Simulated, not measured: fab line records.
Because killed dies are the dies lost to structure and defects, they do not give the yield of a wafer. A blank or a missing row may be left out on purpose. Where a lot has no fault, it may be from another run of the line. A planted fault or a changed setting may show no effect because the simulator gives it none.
A single fault, viewed from 2 desks | flow n5Finfet | only its own numbers are on each desk; what lay behind them is given at the end

## AT THE METROLOGY DESK
Means of the sampled wafers that have a number, per lot and without regard to the tool the lot ran on: this is what the gauges read. A lot is out of limits, marked OUT, if its mean lies more than 4 standard deviations from the usual mean; the brackets give that distance. It has 16 readings, of which 7 appear: the earliest out of limits, and the ones furthest out on some lot.
Columns: A = CHAIN_V0 at N5_BEOL_M4_RC_MEAS_101, usual 238 ohm/link; B = CHAIN_V0_max_site at N5_BEOL_M4_RC_MEAS_101, usual 247 ohm/link; C = COMB_M1 at N5_BEOL_M4_RC_MEAS_101, usual 5.9e-11 S/m; D = COMB_M1_max_site at N5_BEOL_M4_RC_MEAS_101, usual 8.5e-11 S/m; E = IOFF_N at N5_BEOL_M4_RC_MEAS_101, usual 0.151 nA/um; F = SERP_M1 at N5_BEOL_M4_RC_MEAS_101, usual 196 ohm/um; G = SERP_M1_max_site at N5_BEOL_M4_RC_MEAS_101, usual 207 ohm/um
lot  | first seen here | A   | B   | C                  | D                  | E     | F   | G
L395 | day 8 06:47     | 240 | 246 | 5.2e-11            | 7.4e-11            | 0.167 | 205 | 214
L397 | day 9 08:01     | 235 | 243 | 6.2e-11            | 8.8e-11            | 0.195 | 211 | 229
L400 | day 9 13:22     | 246 | 255 | 6.1e-11            | 8.5e-11            | 0.138 | 211 | 227
L407 | day 11 13:58    | 211 | 220 | 1.7e-10 (+8.6) OUT | 2.4e-10 (+7.7) OUT | 0.169 | 161 | 168
L408 | day 11 19:39    | 208 | 216 | 2.4e-10 (+14) OUT  | 3.3e-10 (+12) OUT  | 0.127 | 172 | 177
L414 | day 13 05:35    | 231 | 243 | 5.1e-11            | 7.9e-11            | 0.147 | 197 | 208
L415 | day 13 08:37    | 239 | 248 | 6.0e-11            | 8.8e-11            | 0.145 | 200 | 211
L417 | day 13 16:02    | 240 | 249 | 6.6e-11            | 9.2e-11            | 0.137 | 196 | 210
Per this desk, out of limits: L407, L408; the first was L407, day 11 13:58 (COMB_M1 at N5_BEOL_M4_RC_MEAS_101). L395, L397, L400, L414, L415, L417 stayed within limits.

## DESK OF THE TOOL OWNER: aldMetal-03
The tool's own readings at N5_BEOL_M1_ALD_84 (deposits TaN, pulse time 2 s, purge time 3 s, co reactant purge time 2 s): means of the sampled wafers that have a number, for each lot that ran on this tool. A lot is out of limits, marked OUT, if its mean lies more than 4 standard deviations from the usual mean; the brackets give that distance.
Columns: A = heaterPowerW at N5_BEOL_M1_ALD_84, usual 417 W
lot  | first seen here | A
L397 | day 7 00:59     | 409
L400 | day 7 20:04     | 404
L407 | day 9 20:05     | 398
L408 | day 9 23:14     | 394
This desk's finding: nothing out of limits on any of the 4 lots.

## ALL TOGETHER
An alarm was possible from the metrology desk at day 11 13:58, on L407, L408.
Nothing out of limits was seen by the tool owner's desk.
The tool owner's desk has L407, L408 on record, within its limits.
Of the lots named, all ran N5_BEOL_M1_ALD_84 on aldMetal-03.

## WHAT THE SIMULATOR PUT IN
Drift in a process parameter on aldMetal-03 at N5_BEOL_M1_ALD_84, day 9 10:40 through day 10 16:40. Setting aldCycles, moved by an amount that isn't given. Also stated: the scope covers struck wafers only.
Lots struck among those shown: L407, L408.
Hours from the fault's start to each desk's first reading out of limits: the metrology desk, 51.
